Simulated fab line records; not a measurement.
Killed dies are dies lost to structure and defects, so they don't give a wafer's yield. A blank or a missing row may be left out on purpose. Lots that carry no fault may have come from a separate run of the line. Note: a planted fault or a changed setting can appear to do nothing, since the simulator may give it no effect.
fab line records / flow n5Finfet
[record] lots = 6 wafers = 17 lastDay = 16
route steps=1938 shown GATE_CUT@474
lots with no fault: from the same line, run without faults
startH: hours from the record's opening day to when the first of the lot's shown wafers began / waitH: hours elapsed since this lot's preceding step / " same as the row above / L1.1+2: a row that stands for several wafers / - no value, or no start given / * or withheld: withheld / < > ~ a bound
route shown NAME@n: NAME is a module with steps in the file, n the number in the route of the first one / usual: average and standard deviation across the fault-free wafers / same: alike in all rows / chamber/n: place in a boat / sites: each site's reading / _std_site: standard deviation across them / _edge_site: inner sites' mean taken away from outer sites' mean / radiusMm: for every site, how far away it sits from the centre of the wafer / mask NAME#n: copy n / behind: the tool/chamber that last shaped the wafer / hold: why the lot was held/for how many hours/how that ended / device: transistor that didn't switch, given as n, p or np / end of line: tests of these same wafers at the route's end / a step with no rows: only its recipe / killed: dies that structure and defects cost at the first sort, which is not the same as the wafer's yield / map: a wafer's dies, marking killed ones x, the rest . and places with no die _
set.NAME: the run value of the setting; set.NAME@STEP: its run value at that earlier step / model.NAME: the simulator's own value behind a step, which no gauge read
lots at selected steps of the route; one table per step, one row per wafer
services: when a tool's chamber went out of use (startH, in hours from the record's first day, below 0 if earlier), for how many hours, and the reason
[[steps]]
[step N5_GATE_CUT_PECVD_57]
[recipe] material = SiNx targetThkA = 210 tempC = 400 precursor = SiH4/NH3/N2 pressureTorr = 1.5 rfW = 300
[usual] heaterPowerW = 789/66 showerheadPlenumPTorr = 5.12/0.064 showerheadVppV = 1072/51 throttleValvePct = 38.8/1.7
lot.wafer=L199.3 tool=pecvd-01 chamber=0 startH=102.64 waitH=1.1 heaterPowerW=700 showerheadPlenumPTorr=5.08 showerheadVppV=1035 throttleValvePct=38.0
lot.wafer=L199.4 tool=pecvd-01 chamber=0 startH=102.64 waitH=1.1 heaterPowerW=692 showerheadPlenumPTorr=5.08 showerheadVppV=1032 throttleValvePct=38.0
lot.wafer=L199.6 tool=pecvd-01 chamber=1 startH=102.64 waitH=1.1 heaterPowerW=791 showerheadPlenumPTorr=5.16 showerheadVppV=1039 throttleValvePct=39.7
lot.wafer=L208.1 tool=pecvd-01 chamber=0 startH=154.08 waitH=1.1 heaterPowerW=741 showerheadPlenumPTorr=5.08 showerheadVppV=1033 throttleValvePct=38.4
lot.wafer=L208.5 tool=pecvd-01 chamber=1 startH=154.08 waitH=1.1 heaterPowerW=732 showerheadPlenumPTorr=5.18 showerheadVppV=1050 throttleValvePct=39.7
lot.wafer=L208.6 tool=pecvd-01 chamber=2 startH=154.08 waitH=1.1 heaterPowerW=786 showerheadPlenumPTorr=5.16 showerheadVppV=1130 throttleValvePct=37.7
lot.wafer=L207.2 tool=pecvd-01 chamber=2 startH=157.26 waitH=1.1 heaterPowerW=839 showerheadPlenumPTorr=5.17 showerheadVppV=1113 throttleValvePct=37.4
lot.wafer=L207.3 tool=pecvd-01 chamber=0 startH=157.26 waitH=1.1 heaterPowerW=764 showerheadPlenumPTorr=5.09 showerheadVppV=1031 throttleValvePct=38.3
lot.wafer=L207.6 tool=pecvd-01 chamber=2 startH=157.26 waitH=1.1 heaterPowerW=825 showerheadPlenumPTorr=5.16 showerheadVppV=1147 throttleValvePct=37.6
lot.wafer=L212.1 tool=pecvd-01 chamber=1 startH=181.36 waitH=1.1 heaterPowerW=760 showerheadPlenumPTorr=5.17 showerheadVppV=1032 throttleValvePct=39.8
lot.wafer=L212.3 tool=pecvd-01 chamber=2 startH=181.36 waitH=1.1 heaterPowerW=835 showerheadPlenumPTorr=5.17 showerheadVppV=1136 throttleValvePct=37.6
lot.wafer=L212.5 tool=pecvd-01 chamber=2 startH=181.36 waitH=1.1 heaterPowerW=830 showerheadPlenumPTorr=5.17 showerheadVppV=1111 throttleValvePct=37.7
lot.wafer=L213.3 tool=pecvd-01 chamber=0 startH=185.96 waitH=1.1 heaterPowerW=679 showerheadPlenumPTorr=5.08 showerheadVppV=1025 throttleValvePct=38.2
lot.wafer=L213.6 tool=pecvd-01 chamber=2 startH=185.96 waitH=1.1 heaterPowerW=773 showerheadPlenumPTorr=5.17 showerheadVppV=1106 throttleValvePct=37.7
lot.wafer=L215.2 tool=pecvd-01 chamber=1 startH=199.02 waitH=1.1 heaterPowerW=793 showerheadPlenumPTorr=5.16 showerheadVppV=1057 throttleValvePct=39.6
lot.wafer=L215.5 tool=pecvd-01 chamber=2 startH=199.02 waitH=1.1 heaterPowerW=787 showerheadPlenumPTorr=5.15 showerheadVppV=1113 throttleValvePct=37.7
lot.wafer=L215.6 tool=pecvd-01 chamber=1 startH=199.02 waitH=1.1 heaterPowerW=808 showerheadPlenumPTorr=5.16 showerheadVppV=1039 throttleValvePct=39.8
[step N5_GATE_CUT_CMP_02]
[recipe] stopOn = SiO2 tOverpolishS = 12.7 postCmpClean = alkalineBrush downForcePsi = 2.5 platenRpm = 51.8 padVelocityMS = 1.0307 targetThkNm = 0
[usual] motorCurrentA = 8.7/0.85 overpolishRunS = 12.700/0.0087 timeToEndpointS = 27.1/2.1
lot.wafer=L199.3 tool=cmp-03 chamber=1 startH=102.72 waitH=0.1 motorCurrentA=9.0 overpolishRunS=12.690 timeToEndpointS=26.7
lot.wafer=L199.4 tool=cmp-03 chamber=3 startH=102.72 waitH=0.1 motorCurrentA=8.1 overpolishRunS=12.705 timeToEndpointS=27.2
lot.wafer=L199.6 tool=cmp-03 chamber=1 startH=102.72 waitH=0.1 motorCurrentA=8.5 overpolishRunS=12.696 timeToEndpointS=25.7
lot.wafer=L208.1 tool=cmp-01 chamber=0 startH=154.16 waitH=0.1 motorCurrentA=7.8 overpolishRunS=12.692 timeToEndpointS=26.1
lot.wafer=L208.5 tool=cmp-01 chamber=0 startH=154.16 waitH=0.1 motorCurrentA=7.9 overpolishRunS=12.701 timeToEndpointS=28.6
lot.wafer=L208.6 tool=cmp-01 chamber=1 startH=154.16 waitH=0.1 motorCurrentA=7.5 overpolishRunS=12.712 timeToEndpointS=30.0
lot.wafer=L207.2 tool=cmp-02 chamber=3 startH=157.34 waitH=0.1 motorCurrentA=8.7 overpolishRunS=12.710 timeToEndpointS=29.2
lot.wafer=L207.3 tool=cmp-02 chamber=0 startH=157.34 waitH=0.1 motorCurrentA=8.6 overpolishRunS=12.704 timeToEndpointS=32.2
lot.wafer=L207.6 tool=cmp-02 chamber=0 startH=157.34 waitH=0.1 motorCurrentA=8.8 overpolishRunS=12.690 timeToEndpointS=31.0
lot.wafer=L212.3 tool=cmp-02 chamber=3 startH=181.43 waitH=0.1 motorCurrentA=8.8 overpolishRunS=12.712 timeToEndpointS=23.5
lot.wafer=L212.1 tool=cmp-02 chamber=2 startH=181.43 waitH=0.1 motorCurrentA=9.6 overpolishRunS=12.707 timeToEndpointS=24.3
lot.wafer=L212.5 tool=cmp-02 chamber=0 startH=181.43 waitH=0.1 motorCurrentA=9.0 overpolishRunS=12.696 timeToEndpointS=25.8
lot.wafer=L213.3 tool=cmp-02 chamber=1 startH=186.07 waitH=0.1 motorCurrentA=9.7 overpolishRunS=12.699 timeToEndpointS=28.9
lot.wafer=L213.6 tool=cmp-02 chamber=1 startH=186.07 waitH=0.1 motorCurrentA=10.5 overpolishRunS=12.725 timeToEndpointS=28.2
lot.wafer=L215.2 tool=cmp-01 chamber=2 startH=199.09 waitH=0.1 motorCurrentA=8.0 overpolishRunS=12.703 timeToEndpointS=26.6
lot.wafer=L215.5 tool=cmp-01 chamber=2 startH=199.09 waitH=0.1 motorCurrentA=8.2 overpolishRunS=12.703 timeToEndpointS=29.3
lot.wafer=L215.6 tool=cmp-01 chamber=3 startH=199.09 waitH=0.1 motorCurrentA=8.7 overpolishRunS=12.698 timeToEndpointS=26.3
[step N5_GATE_CUT_HM_DEP_46]
[recipe] material = SiO2 targetThkA = 1300 tempC = 400 precursor = TEOS/O2 pressureTorr = 6.5 rfW = 900 teosFlowSccm = 161.4 gas = O2 flowSccm = 2650 timeS = 26.6
[usual] heaterPowerW = 591/69 showerheadPlenumPTorr = 8.34/0.038 showerheadVppV = 1858/95 throttleValvePct = 18.2/0.88
lot.wafer=L199.3 tool=pecvd-01 chamber=1 startH=103.05 waitH=0.0 heaterPowerW=618 showerheadPlenumPTorr=8.36 showerheadVppV=1817 throttleValvePct=18.7
lot.wafer=L199.4 tool=pecvd-01 chamber=1 startH=103.05 waitH=0.0 heaterPowerW=627 showerheadPlenumPTorr=8.36 showerheadVppV=1775 throttleValvePct=18.7
lot.wafer=L199.6 tool=pecvd-01 chamber=2 startH=103.05 waitH=0.0 heaterPowerW=721 showerheadPlenumPTorr=8.34 showerheadVppV=1964 throttleValvePct=17.3
lot.wafer=L208.1 tool=pecvd-02 chamber=1 startH=154.49 waitH=0.0 heaterPowerW=643 showerheadPlenumPTorr=8.32 showerheadVppV=1732 throttleValvePct=19.5
lot.wafer=L208.5 tool=pecvd-02 chamber=2 startH=154.49 waitH=0.0 heaterPowerW=527 showerheadPlenumPTorr=8.28 showerheadVppV=2049 throttleValvePct=16.8
lot.wafer=L208.6 tool=pecvd-02 chamber=0 startH=154.49 waitH=0.0 heaterPowerW=589 showerheadPlenumPTorr=8.32 showerheadVppV=1796 throttleValvePct=17.8
lot.wafer=L207.2 tool=pecvd-02 chamber=0 startH=157.67 waitH=0.0 heaterPowerW=613 showerheadPlenumPTorr=8.34 showerheadVppV=1786 throttleValvePct=17.7
lot.wafer=L207.3 tool=pecvd-02 chamber=2 startH=157.67 waitH=0.0 heaterPowerW=535 showerheadPlenumPTorr=8.29 showerheadVppV=2001 throttleValvePct=16.7
lot.wafer=L207.6 tool=pecvd-02 chamber=0 startH=157.67 waitH=0.0 heaterPowerW=610 showerheadPlenumPTorr=8.31 showerheadVppV=1829 throttleValvePct=17.9
lot.wafer=L212.1 tool=pecvd-01 chamber=0 startH=181.76 waitH=0.0 heaterPowerW=469 showerheadPlenumPTorr=8.32 showerheadVppV=1784 throttleValvePct=17.9
lot.wafer=L212.3 tool=pecvd-01 chamber=2 startH=181.76 waitH=0.0 heaterPowerW=659 showerheadPlenumPTorr=8.34 showerheadVppV=1933 throttleValvePct=17.5
lot.wafer=L212.5 tool=pecvd-01 chamber=1 startH=181.76 waitH=0.0 heaterPowerW=549 showerheadPlenumPTorr=8.35 showerheadVppV=1812 throttleValvePct=18.7
lot.wafer=L213.3 tool=pecvd-01 chamber=0 startH=186.37 waitH=0.0 heaterPowerW=531 showerheadPlenumPTorr=8.31 showerheadVppV=1823 throttleValvePct=17.9
lot.wafer=L213.6 tool=pecvd-01 chamber=2 startH=186.37 waitH=0.0 heaterPowerW=723 showerheadPlenumPTorr=8.36 showerheadVppV=1975 throttleValvePct=17.3
lot.wafer=L215.2 tool=pecvd-01 chamber=2 startH=199.42 waitH=0.0 heaterPowerW=630 showerheadPlenumPTorr=8.35 showerheadVppV=1947 throttleValvePct=17.8
lot.wafer=L215.5 tool=pecvd-01 chamber=2 startH=199.42 waitH=0.0 heaterPowerW=623 showerheadPlenumPTorr=8.36 showerheadVppV=1935 throttleValvePct=17.6
lot.wafer=L215.6 tool=pecvd-01 chamber=0 startH=199.42 waitH=0.0 heaterPowerW=524 showerheadPlenumPTorr=8.35 showerheadVppV=1791 throttleValvePct=18.3
[step N5_GATE_CUT_COAT_34]
[recipe] resist = SOC tempC = 250 timeS = 60 spinRpm = 1500 resistThkNm = 60
[step N5_GATE_CUT_COAT_35]
[recipe] resist = SiARC tempC = 220 timeS = 60 spinRpm = 1500 resistThkNm = 10
[step N5_GATE_CUT_COAT_27]
[recipe] resist = underlayer tempC = 205 timeS = 60 spinRpm = 1500 resistThkNm = 10
[step N5_GATE_CUT_COAT_07]
[recipe] resist = CAR-EUV spinRpm = 1500 resistThkNm = 30
[step N5_GATE_CUT_EBR_09]
[recipe] solvent = PGMEA ebrWidthMm = 1.5
[step N5_GATE_CUT_SOFTBAKE_08]
[recipe] tempC = 110 timeS = 60 resist = CAR-EUV
[step N5_GATE_CUT_EXPOSE_10]
[recipe] maskId = GATE_CUT na = 0.33 sourceShape = annular sigmaInner = 0.35 sigmaOuter = 0.8 polarization = unpolarized targetCdNm = 20 doseMj = 43.25
[step N5_GATE_CUT_PEB_11]
[recipe] pebTempC = 100 pebTimeS = 60 resist = CAR-EUV
[step N5_GATE_CUT_DEVELOP_12]
[recipe] developTimeS = 30 developer = TMAH resist = CAR-EUV rinseLiquid = surfactantRinse dry = airSpin devTempC = 23
[usual] chillPlateTempC = 22.99/0.11 developTimeS = 30/0
lot.wafer=L199.3 tool=lithoTrack-01 chamber=0 startH=103.33 waitH=- chillPlateTempC=22.93 developTimeS=30 model.CAR-EUV_of_GATE_CUT_COAT_07.thkNm=29.6
lot.wafer=L199.4 tool=lithoTrack-01 chamber=0 startH=103.33 waitH=- chillPlateTempC=23.04 developTimeS=30 model.CAR-EUV_of_GATE_CUT_COAT_07.thkNm=29.4
lot.wafer=L199.6 tool=lithoTrack-01 chamber=0 startH=103.33 waitH=- chillPlateTempC=23.05 developTimeS=30 model.CAR-EUV_of_GATE_CUT_COAT_07.thkNm=29.6
lot.wafer=L208.1 tool=lithoTrack-04 chamber=- startH=154.89 waitH=- chillPlateTempC=- developTimeS=- model.CAR-EUV_of_GATE_CUT_COAT_07.thkNm=30
lot.wafer=L208.5 tool=lithoTrack-04 chamber=- startH=154.89 waitH=- chillPlateTempC=- developTimeS=- model.CAR-EUV_of_GATE_CUT_COAT_07.thkNm=30
lot.wafer=L208.6 tool=lithoTrack-04 chamber=- startH=154.89 waitH=- chillPlateTempC=- developTimeS=- model.CAR-EUV_of_GATE_CUT_COAT_07.thkNm=30.2
lot.wafer=L207.2 tool=lithoTrack-03 chamber=- startH=157.95 waitH=- chillPlateTempC=- developTimeS=- model.CAR-EUV_of_GATE_CUT_COAT_07.thkNm=30
lot.wafer=L207.3 tool=lithoTrack-03 chamber=- startH=157.95 waitH=- chillPlateTempC=- developTimeS=- model.CAR-EUV_of_GATE_CUT_COAT_07.thkNm=30
lot.wafer=L207.6 tool=lithoTrack-03 chamber=- startH=157.95 waitH=- chillPlateTempC=- developTimeS=- model.CAR-EUV_of_GATE_CUT_COAT_07.thkNm=30
lot.wafer=L212.1 tool=lithoTrack-03 chamber=0 startH=182.16 waitH=- chillPlateTempC=23.01 developTimeS=30 model.CAR-EUV_of_GATE_CUT_COAT_07.thkNm=29.4
lot.wafer=L212.3 tool=lithoTrack-03 chamber=0 startH=182.16 waitH=- chillPlateTempC=23.06 developTimeS=30 model.CAR-EUV_of_GATE_CUT_COAT_07.thkNm=29.4
lot.wafer=L212.5 tool=lithoTrack-03 chamber=0 startH=182.16 waitH=- chillPlateTempC=23.23 developTimeS=30 model.CAR-EUV_of_GATE_CUT_COAT_07.thkNm=29.4
lot.wafer=L213.3 tool=lithoTrack-04 chamber=0 startH=186.65 waitH=- chillPlateTempC=22.94 developTimeS=30 model.CAR-EUV_of_GATE_CUT_COAT_07.thkNm=29.6
lot.wafer=L213.6 tool=lithoTrack-04 chamber=0 startH=186.65 waitH=- chillPlateTempC=22.82 developTimeS=30 model.CAR-EUV_of_GATE_CUT_COAT_07.thkNm=29.6
lot.wafer=L215.2 tool=lithoTrack-04 chamber=0 startH=199.83 waitH=- chillPlateTempC=23.06 developTimeS=30 model.CAR-EUV_of_GATE_CUT_COAT_07.thkNm=29.4
lot.wafer=L215.5 tool=lithoTrack-04 chamber=0 startH=199.83 waitH=- chillPlateTempC=23.06 developTimeS=30 model.CAR-EUV_of_GATE_CUT_COAT_07.thkNm=29.4
lot.wafer=L215.6 tool=lithoTrack-04 chamber=0 startH=199.83 waitH=- chillPlateTempC=22.91 developTimeS=30 model.CAR-EUV_of_GATE_CUT_COAT_07.thkNm=29.4
[step N5_GATE_CUT_CD_MEAS_13]
[recipe] targetCdNm = 20 landingEnergyEv = 500 detector = seInlens
[usual] cdNm = 19.96/0.28
lot.wafer=L199.3 tool=cdSem-02 chamber=0 startH=103.39 waitH=- cdNm=20.27
lot.wafer=L199.4 tool=cdSem-02 chamber=0 startH=103.39 waitH=- cdNm=19.71
lot.wafer=L199.6 tool=cdSem-02 chamber=0 startH=103.39 waitH=- cdNm=20.11
lot.wafer=L208.1 tool=cdSem-03 chamber=0 startH=154.95 waitH=- cdNm=-
lot.wafer=L208.5 tool=cdSem-03 chamber=0 startH=154.95 waitH=- cdNm=-
lot.wafer=L208.6 tool=cdSem-03 chamber=0 startH=154.95 waitH=- cdNm=-
lot.wafer=L207.2 tool=cdSem-01 chamber=0 startH=158.01 waitH=- cdNm=-
lot.wafer=L207.3 tool=cdSem-01 chamber=0 startH=158.01 waitH=- cdNm=-
lot.wafer=L207.6 tool=cdSem-01 chamber=0 startH=158.01 waitH=- cdNm=-
lot.wafer=L212.1 tool=cdSem-03 chamber=0 startH=182.22 waitH=- cdNm=19.56
lot.wafer=L212.3 tool=cdSem-03 chamber=0 startH=182.22 waitH=- cdNm=19.77
lot.wafer=L212.5 tool=cdSem-03 chamber=0 startH=182.22 waitH=- cdNm=19.86
lot.wafer=L213.3 tool=cdSem-03 chamber=0 startH=186.71 waitH=- cdNm=19.86
lot.wafer=L213.6 tool=cdSem-03 chamber=0 startH=186.71 waitH=- cdNm=20.31
lot.wafer=L215.2 tool=cdSem-02 chamber=0 startH=199.88 waitH=- cdNm=20.13
lot.wafer=L215.5 tool=cdSem-02 chamber=0 startH=199.88 waitH=- cdNm=20.01
lot.wafer=L215.6 tool=cdSem-02 chamber=0 startH=199.88 waitH=- cdNm=19.52
[[services]]
tool=cmp-02 chamber=- startH=79.13 hours=3.5 kind=pm
tool=cmp-01 chamber=- startH=81.12 hours=1.2 kind=repair
tool=cmp-03 chamber=- startH=90.09 hours=2.3 kind=repair
tool=cmp-02 chamber=- startH=91.49 hours=1.4 kind=repair
tool=pecvd-02 chamber=0 startH=110.42 hours=2.1 kind=scheduledDown
tool=pecvd-01 chamber=2 startH=114.12 hours=2.1 kind=scheduledDown
tool=pecvd-02 chamber=2 startH=124.07 hours=2.3 kind=repair
tool=cmp-03 chamber=- startH=152.68 hours=4.0 kind=pm
tool=cmp-03 chamber=- startH=156.68 hours=- kind=consumableReplace:conditioner
tool=cmp-03 chamber=- startH=156.68 hours=- kind=consumableReplace:pad
tool=cmp-01 chamber=- startH=165.80 hours=0.3 kind=repair
tool=lithoTrack-01 chamber=- startH=177.34 hours=- kind=consumableReplace:filter
tool=pecvd-02 chamber=2 startH=180.04 hours=2.1 kind=scheduledDown
tool=cmp-01 chamber=- startH=182.22 hours=4.0 kind=pm
tool=cmp-01 chamber=- startH=186.22 hours=- kind=consumableReplace:conditioner
tool=cmp-01 chamber=- startH=186.22 hours=- kind=consumableReplace:pad
tool=cmp-01 chamber=- startH=186.22 hours=4.1 kind=pm
tool=cmp-03 chamber=- startH=192.87 hours=3.3 kind=repair
tool=pecvd-02 chamber=1 startH=195.84 hours=18.6 kind=repair
[[key]]
[firstSign] step = N5_GATE_CUT_DEVELOP_12 reading = toolRecord direction = missing
effect none on later readings
[modelEffect] step = N5_GATE_CUT_DEVELOP_12 value = CAR-EUV_of_GATE_CUT_COAT_07.thkNm without = 29.57 struck = 30.03
metAt N5_GATE_CUT_DEVELOP_12
struckWafers L207.2,L207.3,L207.6,L208.1,L208.5,L208.6
laterRowsLeftOut L207.2,L207.3,L207.6,L208.1,L208.5,L208.6
sortLeftOut L207.2,L207.3,L207.6,L208.1,L208.5,L208.6
testerLeftOut L207,L208
[fault] kind = skippedStepWhole tool = lithoTrack-03,lithoTrack-04 chamber = - onsetH = 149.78 steps = N5_GATE_CUT_DEVELOP_12 scope = struckLotsOnly
// testerLeftOut: of these lots the tester's yield and bins aren't shown, on N5 and GAA mostly nor the transistor test; their killed dies are dies lost to structure and defects alone, not to doping, threshold or leakage, so they don't give the yield
// sortLeftOut: the simulated sort isn't trusted on such a fault, so these wafers' sort isn't shown, and their yield isn't known
// laterRowsLeftOut: the simulator's readings of these wafers behind a module that went badly wrong aren't trusted and aren't shown, but for the sort
